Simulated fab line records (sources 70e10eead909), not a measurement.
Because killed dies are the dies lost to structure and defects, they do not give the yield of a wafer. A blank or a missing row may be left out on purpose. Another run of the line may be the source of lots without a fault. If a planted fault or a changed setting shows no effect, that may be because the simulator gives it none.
A lot that was struck, set against a sound lot	flow nand-harc	41 out of 1159 route steps
Sound: the wafers L116.3, L116.4, L116.5. Struck: wafer L128.5 (L128.1, L128.6, from the same lot, were not struck and are left out); the cause is given at the end.
For every step that has rows: the tool of each side, followed by ch and its chambers, followed by its first start. Under that, the readings that differ: sound wafers	struck wafers	difference of the means	sigmas: that difference in standard deviations of wafers without a fault.
alike: readings whose means differ by less than 2 such deviations, and words and numbers that are the same on both sides. not compared: withheld readings, readings that some wafer has no value for, bounds like >300 that may hide the same value, and numbers for which the record gives no deviation and whose values overlap.
A row with sigmas, a row that says differs or no value, or rows on one side alone: a step with any of these is where the two part. Non-overlapping numbers with no deviation appear without sigmas and do not part them. Lack of a reading on every wafer of one side parts them only where that side has two or more wafers.

NHARC_A_M1_OVL_MEAS_10: pitch 240 nm.
  sound on overlay-02 at day 18 02:16; struck on overlay-02 at day 21 00:58
  alike: overlay-x-nm, overlay-y-nm
NHARC_A_M1_INSPECT_11:
  sound on defect-inspect-02 at day 18 02:18; struck on defect-inspect-01 at day 21 01:01
  alike: raw-defect-count
NHARC_A_M1_DESCUM_14: chemistry O2, time 3 s.
  sound on rie-diel-08 ch 0,1, day 18 02:22; struck on rie-diel-12 ch 1, day 21 01:04
reading	sound	struck	difference	sigmas
drypump-motor-current-A (A)	5.6 6.1 6.1	5.1	-0.8	-2
  alike: oes-product-au, rf-vpp-V, showerhead-plenum-p-Torr, throttle-valve-pct
  not compared: rf-hours-counter-h
then, 2 steps without rows for these wafers: NHARC_A_M1_ETCH_35 (etches the open film in N2/H2, target depth 40 nm, overetch 12 nm, time 43.94 s); NHARC_A_M1_ETCH_15 (etches the open film in C4F8/Ar, target depth 182.5 nm, time 91.2 s).
NHARC_A_M1_CD_MEAS_16:
  sound on cd-sem-01 at day 18 02:40; struck on cd-sem-01 at day 21 01:22
  alike: cd-nm
NHARC_A_M1_STRIP_18: strips in N2/H2.
  sound on rie-diel-01 ch 1,2,3, day 18 02:44; struck on rie-diel-12 ch 1, day 21 01:27
reading	sound	struck	difference	sigmas
showerhead-plenum-p-Torr (Torr)	1.97 2.06 1.91	2.19	+0.21	+2
  alike: drypump-motor-current-A, n2-flow-sccm, oes-product-au, rf-fwd-power-W, rf-vpp-V, throttle-valve-pct
  not compared: rf-hours-counter-h
then, 4 steps without rows for these wafers: NHARC_A_M1_ETCH_28 (etches the open film in CF4/N2, target depth 30 nm, time 72.99 s); NHARC_A_M1_STRIP_19 (strips in post etch residue remover, time 600 s); NHARC_A_M1_DEGAS_29 (time 60 s); NHARC_A_M1_PRE_CLEAN_30 (time 30 s).
NHARC_A_M1_PVD_20: deposits TaN, target thk 5 nm, time 8.06 s.
  sound on pvd-sputter-01; struck on pvd-sputter-03
  alike: throttle-valve-pct
NHARC_A_M1_PVD_21: deposits Cu, target thk 30 nm, time 20.49 s.
  sound on pvd-sputter-01 at day 18 03:37; struck on pvd-sputter-03 at day 21 02:20
  alike: throttle-valve-pct
then, 1 step without rows for these wafers: NHARC_A_M1_ECD_22 (material Cu, target thk 400 nm).
NHARC_A_M1_ANNEAL_31: time 90 s.
  sound on rtp-anneal-02 ch 0, day 18 04:15; struck on rtp-anneal-01 ch 0, day 21 02:50
reading	sound	struck	difference	sigmas
wafer_temp_C_max	225.4 225.4 225.3	226.5	+1.1	+2
  alike: anneal-temp-c
then, 2 steps without rows for these wafers: NHARC_A_M1_CMP_23 (polishes, t overpolish 20 s, target thk 154.34 nm); NHARC_A_M1_SRD_25.
NHARC_A_M1_INSPECT_27:
  sound on defect-inspect-01 at day 18 04:58; struck on defect-inspect-01 at day 21 03:38
  alike: raw-defect-count
then, 3 steps without rows for these wafers: NHARC_A_M1_PRE_CLEAN_32 (time 12 s); NHARC_A_M1_DEP_33 (deposits SiCN, target thk 30 nm); NHARC_A_BONDPAD_DEP_00 (deposits SiCN, target thk 250 nm).
NHARC_A_BONDPAD_CMP_29: polishes SiCN, target thk 200 nm.
  the record has rows for the sound wafers here (cmp-03 ch 1,3, day 18 06:10) and none for the struck ones
NHARC_A_BONDPAD_THK_MEAS_30: measures by ellipsometry.
  rows exist in the record for the sound wafers here (film-metro-02, day 18 06:25), none for the struck ones
then, 10 steps without rows for these wafers: NHARC_A_BONDPAD_SRD_31; NHARC_A_BONDPAD_DEHYDRATE_01 (time 120 s); NHARC_A_BONDPAD_HMDS_02 (time 30 s); NHARC_A_BONDPAD_COAT_33 (time 65 s); NHARC_A_BONDPAD_COAT_03 (resist thk 600 nm); NHARC_A_BONDPAD_SOFTBAKE_04 (time 70 s); NHARC_A_BONDPAD_EBR_05; NHARC_A_BONDPAD_EXPOSE_06 (exposes mask A BPAD); NHARC_A_BONDPAD_PEB_07 (peb time 80 s); NHARC_A_BONDPAD_DEVELOP_08 (time 50 s).
NHARC_A_BONDPAD_CD_MEAS_09 targets a cd of 500 nm.
  the record has rows for the sound wafers here (cd-sem-03 ch 0, day 18 07:00) and none for the struck ones
NHARC_A_BONDPAD_OVL_MEAS_35:
  rows exist in the record for the sound wafers here (overlay-01, day 18 07:05), none for the struck ones
then, 4 steps without rows for these wafers: NHARC_A_BONDPAD_HARDBAKE_10 (time 65 s); NHARC_A_BONDPAD_DESCUM_11 (chemistry O2, time 3 s); NHARC_A_BONDPAD_ETCH_34 (etches the open film in N2/H2, target depth 60 nm, overetch 18 nm, time 65.91 s); NHARC_A_BONDPAD_ETCH_12 (etches the open film in CHF3/O2, target depth 220 nm, time 110 s).
NHARC_A_BONDPAD_CD_MEAS_13:
  rows exist in the record for the sound wafers here (cd-sem-01, day 18 07:32), none for the struck ones
NHARC_END_SORT_01:
  at this point the record logs the struck wafers (prober-01 ch 0, day 22 16:01) and has no rows for the sound ones

== WHERE THEY PART ==
Last at NHARC_END_SORT_01 as far as this record goes, first at NHARC_A_M1_DESCUM_14.

WHY: what the simulator had put in
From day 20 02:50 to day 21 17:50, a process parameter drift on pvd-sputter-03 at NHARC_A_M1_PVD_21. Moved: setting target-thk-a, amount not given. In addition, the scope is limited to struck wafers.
